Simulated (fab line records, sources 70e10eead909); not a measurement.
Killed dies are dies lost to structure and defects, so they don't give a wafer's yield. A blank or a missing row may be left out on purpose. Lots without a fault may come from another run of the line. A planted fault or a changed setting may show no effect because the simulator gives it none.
Which tool did it? | flow nand_harc | 24 lots, 72 wafers sampled, at 6 steps of a route of 1159

WHAT THE GAUGES READ, wafer by wafer
NHARC_P_M0_CD_MEAS_16.
lot  | measured     | on        | cd_nm (nm)
L075 | day 6 06:55  | cd_sem-02 | 89.3 90.4 89.6
L074 | day 6 07:34  | cd_sem-01 | 90.0 89.3 88.8
L076 | day 6 08:25  | cd_sem-01 | 90.7 89.5 89.3
L077 | day 6 14:52  | cd_sem-02 | 90.6 90.3 91.1
L078 | day 7 02:41  | cd_sem-03 | 89.5 90.3 89.6
L079 | day 7 08:16  | cd_sem-02 | 90.8 89.9 90.5
L080 | day 7 11:03  | cd_sem-01 | 88.8 89.8 90.1
L081 | day 7 13:38  | cd_sem-01 | 91.5 91.1 90.6
L082 | day 7 20:01  | cd_sem-02 | 89.8 89.5 89.1
L083 | day 8 08:41  | cd_sem-01 | 89.6 88.9 89.6
L084 | day 8 08:55  | cd_sem-03 | 89.9 88.7 89.9
L088 | day 9 02:57  | cd_sem-02 | 89.2 89.6 89.6
L087 | day 9 06:16  | cd_sem-02 | 90.3 89.6 89.2
L085 | day 9 06:44  | cd_sem-02 | 89.6 89.5 89.8
L086 | day 9 20:24  | cd_sem-01 | 90.2 90.0 89.9
L090 | day 9 21:35  | cd_sem-03 | 88.9 89.7 89.0
L089 | day 9 22:10  | cd_sem-03 | 90.4 90.3 90.4
L091 | day 10 06:08 | cd_sem-02 | 90.6 89.6 89.9
L094 | day 10 12:46 | cd_sem-03 | 90.3 90.3 91.2
L092 | day 10 13:22 | cd_sem-01 | 90.8 90.7 91.1
L093 | day 10 15:08 | cd_sem-01 | 89.7 89.9 90.2
L095 | day 11 04:38 | cd_sem-02 | 89.0 89.6 90.1
L097 | day 11 07:52 | cd_sem-03 | 88.8 90.5 90.0
L096 | day 11 12:45 | cd_sem-03 | 90.4 90.3 89.9

NHARC_P_M2_INSPECT_11.
lot  | measured     | on                | raw_defect_count
L075 | day 6 15:11  | defect_inspect-02 | 3 5 4
L074 | day 6 15:46  | defect_inspect-02 | 6 6 6
L076 | day 6 16:24  | defect_inspect-01 | 4 2 6
L077 | day 6 22:38  | defect_inspect-01 | 11 3 15
L078 | day 7 10:50  | defect_inspect-02 | 6 7 3
L079 | day 7 16:12  | defect_inspect-02 | 1 10 6
L080 | day 7 19:07  | defect_inspect-02 | 3 9 7
L081 | day 7 21:37  | defect_inspect-02 | 5 5 4
L082 | day 8 04:05  | defect_inspect-01 | 8 4 8
L083 | day 8 16:26  | defect_inspect-01 | 1 1 3
L084 | day 8 16:58  | defect_inspect-02 | 5 5 2
L088 | day 9 11:05  | defect_inspect-02 | 1 1 4
L087 | day 9 14:13  | defect_inspect-01 | 7 1 6
L085 | day 9 14:48  | defect_inspect-02 | 7 4 9
L086 | day 10 04:19 | defect_inspect-02 | 2 0 1
L090 | day 10 05:31 | defect_inspect-02 | 12 15 10
L089 | day 10 06:19 | defect_inspect-02 | 1 9 5
L091 | day 10 14:10 | defect_inspect-01 | 7 7 9
L094 | day 10 20:50 | defect_inspect-01 | 2 4 2
L092 | day 10 21:23 | defect_inspect-02 | 1 3 3
L093 | day 10 23:01 | defect_inspect-02 | 4 3 2
L095 | day 11 12:30 | defect_inspect-01 | 6 2 3
L097 | day 11 15:31 | defect_inspect-01 | 5 5 3
L096 | day 11 20:39 | defect_inspect-01 | 2 4 3

NHARC_P_BONDPAD_INSPECT_23.
lot  | measured     | on                | raw_defect_count
L075 | day 6 22:49  | defect_inspect-02 | 213 243 210
L074 | day 6 23:14  | defect_inspect-02 | 264 348 298
L076 | day 6 23:52  | defect_inspect-01 | 493 318 278
L077 | day 7 05:57  | defect_inspect-01 | 343 303 398
L078 | day 7 18:16  | defect_inspect-02 | 277 255 179
L079 | day 7 23:49  | defect_inspect-01 | 300 300 252
L080 | day 8 02:21  | defect_inspect-02 | 187 465 417
L081 | day 8 05:26  | defect_inspect-01 | 301 201 409
L082 | day 8 11:59  | defect_inspect-01 | 311 191 347
L083 | day 8 23:46  | defect_inspect-01 | 329 380 737
L084 | day 9 00:15  | defect_inspect-01 | 398 426 268
L088 | day 9 18:31  | defect_inspect-01 | 289 312 255
L087 | day 9 21:34  | defect_inspect-02 | 742 456 460
L085 | day 9 23:25  | defect_inspect-02 | 345 196 228
L086 | day 10 11:41 | defect_inspect-01 | 267 197 334
L090 | day 10 12:47 | defect_inspect-01 | 286 477 414
L089 | day 10 13:39 | defect_inspect-01 | 292 430 378
L091 | day 10 21:29 | defect_inspect-01 | 162 370 344
L094 | day 11 04:07 | defect_inspect-01 | 282 328 274
L092 | day 11 05:10 | defect_inspect-01 | 182 308 258
L093 | day 11 06:20 | defect_inspect-01 | 226 449 479
L095 | day 11 19:44 | defect_inspect-01 | 167 174 184
L097 | day 11 23:10 | defect_inspect-01 | 235 284 184
L096 | day 12 03:55 | defect_inspect-01 | 447 391 325

WHICH TOOL RAN EACH LOT (tool, then ch and the chambers of the sampled wafers, then the start)
lot  | NHARC_P_M1_PVD_20                       | NHARC_P_M1_DEP_33               | NHARC_P_BONDPAD_CMP_32
L075 | pvd_sputter-03, day 6 13:41 or earlier  | pecvd-02 ch 0,1,2, day 6 13:41  | cmp-03 ch 0,2,3, day 6 18:59
L074 | pvd_sputter-01, day 6 14:22 or earlier  | pecvd-03 ch 1,2, day 6 14:22    | cmp-01 ch 1,2,3, day 6 19:27
L076 | pvd_sputter-03, day 6 15:01 or earlier  | pecvd-02 ch 1,2, day 6 15:01    | cmp-01 ch 0,1,3, day 6 20:03
L077 | pvd_sputter-02, day 6 21:15 or earlier  | pecvd-02 ch 0,1, day 6 21:15    | cmp-01 ch 0,1,2, day 7 02:16
L078 | pvd_sputter-02, day 7 09:28 or earlier  | pecvd-04 ch 0,1,2, day 7 09:28  | cmp-01 ch 0,2,3, day 7 14:38
L079 | pvd_sputter-02, day 7 14:53 or earlier  | pecvd-03 ch 0,1,2, day 7 14:53  | cmp-03 ch 1,2,3, day 7 20:00
L080 | pvd_sputter-02, day 7 17:45 or earlier  | pecvd-04 ch 0,1, day 7 17:45    | cmp-03 ch 0,3, day 7 22:46
L081 | pvd_sputter-01, day 7 20:14 or earlier  | pecvd-04 ch 0,2, day 7 20:14    | cmp-03 ch 0,1,3, day 8 01:22
L082 | pvd_sputter-01, day 8 02:42 or earlier  | pecvd-04 ch 0,2, day 8 02:42    | cmp-01 ch 1,3, day 8 08:02
L083 | pvd_sputter-01, day 8 15:11 or earlier  | pecvd-03 ch 0,2, day 8 15:11    | cmp-03 ch 0,1,3, day 8 20:07
L084 | pvd_sputter-03, day 8 15:35 or earlier  | pecvd-04 ch 0,1,2, day 8 15:35  | cmp-03 ch 0,2,3, day 8 20:39
L088 | pvd_sputter-03, day 9 09:50 or earlier  | pecvd-02 ch 0,1,2, day 9 09:50  | cmp-02 ch 0,1,3, day 9 14:54
L087 | pvd_sputter-01, day 9 12:50 or earlier  | pecvd-02 ch 0,1,2, day 9 12:50  | cmp-02 ch 1,3, day 9 17:52
L085 | pvd_sputter-02, day 9 13:35 or earlier  | pecvd-02 ch 1,2, day 9 13:35    | cmp-01 ch 0,2, day 9 18:25
L086 | pvd_sputter-01, day 10 03:02 or earlier | pecvd-02 ch 1,2, day 10 03:02   | cmp-01 ch 1,2, day 10 07:56
L090 | pvd_sputter-03, day 10 04:08 or earlier | pecvd-02 ch 0,1,2, day 10 04:08 | cmp-01 ch 2,3, day 10 09:07
L089 | pvd_sputter-01, day 10 05:05 or earlier | pecvd-03 ch 0,1,2, day 10 05:05 | cmp-03 ch 0,1,2, day 10 10:04
L091 | pvd_sputter-03, day 10 12:55 or earlier | pecvd-02 ch 0,2, day 10 12:55   | cmp-03 ch 0,1,3, day 10 17:55
L094 | pvd_sputter-02, day 10 19:28 or earlier | pecvd-03 ch 0,1, day 10 19:28   | cmp-02 ch 0,1,2, day 11 00:30
L092 | pvd_sputter-01, day 10 20:04 or earlier | pecvd-02 ch 0,1,2, day 10 20:04 | cmp-01 ch 0,1,3, day 11 01:17
L093 | pvd_sputter-03, day 10 21:41 or earlier | pecvd-03 ch 0,2, day 10 21:41   | cmp-02 ch 1,2, day 11 02:44
L095 | pvd_sputter-01, day 11 11:10 or earlier | pecvd-04 ch 0,1,2, day 11 11:10 | cmp-01 ch 1,2, day 11 16:08
L097 | pvd_sputter-02, day 11 14:16 or earlier | pecvd-04 ch 1,2, day 11 14:16   | cmp-02 ch 1,2,3, day 11 19:25
L096 | pvd_sputter-02, day 11 19:11 or earlier | pecvd-02 ch 1,2, day 11 19:11   | cmp-02 ch 1,2,3, day 12 00:19
- NHARC_P_M1_PVD_20: deposits TaN, target thk 5 nm, time 8.06 s.
- NHARC_P_M1_DEP_33: deposits SiCN, target thk 30 nm.
- NHARC_P_BONDPAD_CMP_32: polishes SiCN, target thk 200 nm.

WHAT THE TOOLS THEMSELVES READ (means of the sampled wafers that have a number; where no wafer has one, the mark that the record gives instead)
NHARC_P_M1_PVD_20.
lot  | tool           | throttle_valve_pct (%)
L075 | pvd_sputter-03 | 28.9
L074 | pvd_sputter-01 | 31.3
L076 | pvd_sputter-03 | 29.4
L077 | pvd_sputter-02 | 30.4
L078 | pvd_sputter-02 | 30.4
L079 | pvd_sputter-02 | 30.3
L080 | pvd_sputter-02 | 30.4
L081 | pvd_sputter-01 | 31.3
L082 | pvd_sputter-01 | 30.5
L083 | pvd_sputter-01 | 31.0
L084 | pvd_sputter-03 | 29.3
L088 | pvd_sputter-03 | 29.8
L087 | pvd_sputter-01 | 29.9
L085 | pvd_sputter-02 | 30.4
L086 | pvd_sputter-01 | 30.9
L090 | pvd_sputter-03 | 29.9
L089 | pvd_sputter-01 | 30.9
L091 | pvd_sputter-03 | 29.0
L094 | pvd_sputter-02 | 30.9
L092 | pvd_sputter-01 | 30.8
L093 | pvd_sputter-03 | 30.4
L095 | pvd_sputter-01 | 31.7
L097 | pvd_sputter-02 | 30.1
L096 | pvd_sputter-02 | 30.1

NHARC_P_M1_DEP_33.
lot  | tool     | heater_power_outer_w (W) | heater_power_w (W)
L075 | pecvd-02 | 395                      | 651
L074 | pecvd-03 | 313                      | 578
L076 | pecvd-02 | 377                      | 630
L077 | pecvd-02 | 466                      | 751
L078 | pecvd-04 | 301                      | 546
L079 | pecvd-03 | 340                      | 587
L080 | pecvd-04 | 308                      | 540
L081 | pecvd-04 | 309                      | 549
L082 | pecvd-04 | 308                      | 544
L083 | pecvd-03 | 286                      | 520
L084 | pecvd-04 | 343                      | 588
L088 | pecvd-02 | 363                      | 593
L087 | pecvd-02 | 359                      | 601
L085 | pecvd-02 | 336                      | 581
L086 | pecvd-02 | 383                      | 624
L090 | pecvd-02 | 378                      | 618
L089 | pecvd-03 | 371                      | 614
L091 | pecvd-02 | 395                      | 629
L094 | pecvd-03 | 397                      | 644
L092 | pecvd-02 | 407                      | 635
L093 | pecvd-03 | 343                      | 578
L095 | pecvd-04 | 338                      | 582
L097 | pecvd-04 | 333                      | 577
L096 | pecvd-02 | 398                      | 641

NHARC_P_BONDPAD_CMP_32.
lot  | tool   | motor_current_A (A)
L075 | cmp-03 | 12.5
L074 | cmp-01 | 11.9
L076 | cmp-01 | 11.7
L077 | cmp-01 | 12.1
L078 | cmp-01 | 12.0
L079 | cmp-03 | 11.8
L080 | cmp-03 | 12.6
L081 | cmp-03 | 12.3
L082 | cmp-01 | 12.2
L083 | cmp-03 | 12.6
L084 | cmp-03 | 12.4
L088 | cmp-02 | 12.5
L087 | cmp-02 | 11.6
L085 | cmp-01 | 12.0
L086 | cmp-01 | 12.2
L090 | cmp-01 | 12.4
L089 | cmp-03 | 12.3
L091 | cmp-03 | 12.6
L094 | cmp-02 | 12.2
L092 | cmp-01 | 11.7
L093 | cmp-02 | 12.0
L095 | cmp-01 | 12.1
L097 | cmp-02 | 11.8
L096 | cmp-02 | 11.3

THE ANSWER, worked out from the rows above alone
Rule: what is usual is taken from the lots themselves. Put in order of their means at a reading, lots are off if they are a third of the lots or fewer, leave a main group of 4 or more, and stand apart from it by a gap of 3 or more times the standard deviation of the main group's means; of several such gaps the widest counts. A main group whose means are all the same, to the digits that the tables above print for the reading, isn't used. A lot without any number at a reading at which 4 lots or more have one is off too. The other lots that the step has rows for count as sound. The gauges are gone through in route order, then the tools' own readings, and for those a lot's mean is taken as printed above. The first step at which some lot is off is used, and at that step the reading that is off furthest; a lot without a number counts as furthest.
No lot is off at any reading shown: from this, nothing can be told.

WHAT THE SIMULATOR HAD PUT IN
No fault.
